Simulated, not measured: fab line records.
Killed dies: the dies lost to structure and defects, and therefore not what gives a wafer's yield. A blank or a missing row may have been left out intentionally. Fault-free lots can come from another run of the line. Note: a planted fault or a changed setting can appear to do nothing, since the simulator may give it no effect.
Which tool is to blame? + flow nand harc + 11 lots, 33 wafers sampled, at 3 steps of a route of 1302

## WHAT EACH GAUGE READ, for each wafer
NHARC_P_M1_CD_MEAS_09 targets a cd of 130 nm.
| lot  | measured     | on        | cd nm (nm)        |
|------|--------------|-----------|-------------------|
| L142 | day 6 09:29  | cd sem-03 | 130.4 129.5 130.3 |
| L146 | day 8 04:14  | cd sem-03 | 130.2 130.9 130.3 |
| L147 | day 8 07:20  | cd sem-02 | 130.0 130.7 130.7 |
| L152 | day 10 14:44 | cd sem-03 | 130.0 129.4 129.9 |
| L154 | day 11 05:12 | cd sem-03 | 132.6 132.4 132.7 |
| L156 | day 12 07:22 | cd sem-03 | 132.7 132.6 132.1 |
| L158 | day 13 06:26 | cd sem-03 | 132.0 131.5 131.7 |
| L160 | day 14 01:52 | cd sem-02 | 131.2 130.1 131.1 |
| L163 | day 14 20:48 | cd sem-02 | 129.4 130.3 130.3 |
| L162 | day 14 22:02 | cd sem-01 | 130.4 130.1 131.1 |
| L165 | day 15 21:41 | cd sem-03 | 130.1 130.3 130.4 |

## WHAT TOOL EACH LOT RAN ON (gives the tool, then ch and the chambers of the sampled wafers, and finally the start)
| lot  | NHARC_P_M0_ETCH_34                 | NHARC_P_M1_EXPOSE_06               |
|------|------------------------------------|------------------------------------|
| L142 | rie diel-03 ch 2,3, day 6 05:49    | arfi scanner-01 ch 0, day 6 09:20  |
| L146 | rie diel-10 ch 0,1,3, day 8 00:27  | arfi scanner-03 ch 0, day 8 04:05  |
| L147 | rie diel-03 ch 0,2,3, day 8 03:34  | arfi scanner-02 ch 0, day 8 07:13  |
| L152 | rie diel-03 ch 0,1,2, day 10 10:40 | arfi scanner-03 ch 0, day 10 14:35 |
| L154 | rie diel-10 ch 0,1,3, day 11 01:31 | arfi scanner-03 ch 0, day 11 05:04 |
| L156 | rie diel-10 ch 1,2,3, day 12 03:28 | arfi scanner-03 ch 0, day 12 07:14 |
| L158 | rie diel-01 ch 1,3, day 13 02:27   | arfi scanner-03 ch 0, day 13 06:18 |
| L160 | rie diel-03 ch 0,1,3, day 13 22:05 | arfi scanner-03 ch 0, day 14 01:43 |
| L163 | rie diel-10 ch 1,2,3, day 14 17:01 | arfi scanner-01 ch 0, day 14 20:40 |
| L162 | rie diel-03 ch 1,2, day 14 18:07   | arfi scanner-01 ch 0, day 14 21:54 |
| L165 | rie diel-03 ch 0,1,2, day 15 17:38 | arfi scanner-01 ch 0, day 15 21:32 |
- NHARC_P_M0_ETCH_34: etches the open film in N2/H2, target depth 40 nm, overetch 12 nm, time 43.94 s.
- NHARC_P_M1_EXPOSE_06: exposes mask P M1, target cd 130 nm.

## THE ANSWER, worked out from the rows above alone
Rule: what is usual is taken from the lots themselves. The widest of any qualifying gaps counts: lots, ordered by their means at a reading, are off when they make up no more than a third of the lots, leave a main group of 4 or more, and stand apart from it by 3 or more times the standard deviation of that group's means. A main group whose means are all the same, to the digits that the tables above print for the reading, isn't used. A lot without any number at a reading at which 4 lots or more have one is off too. All remaining lots with rows at the step are treated as sound.
None of the lots is off at any reading shown; this tells nothing.

## WHAT WAS PUT IN BY THE SIMULATOR
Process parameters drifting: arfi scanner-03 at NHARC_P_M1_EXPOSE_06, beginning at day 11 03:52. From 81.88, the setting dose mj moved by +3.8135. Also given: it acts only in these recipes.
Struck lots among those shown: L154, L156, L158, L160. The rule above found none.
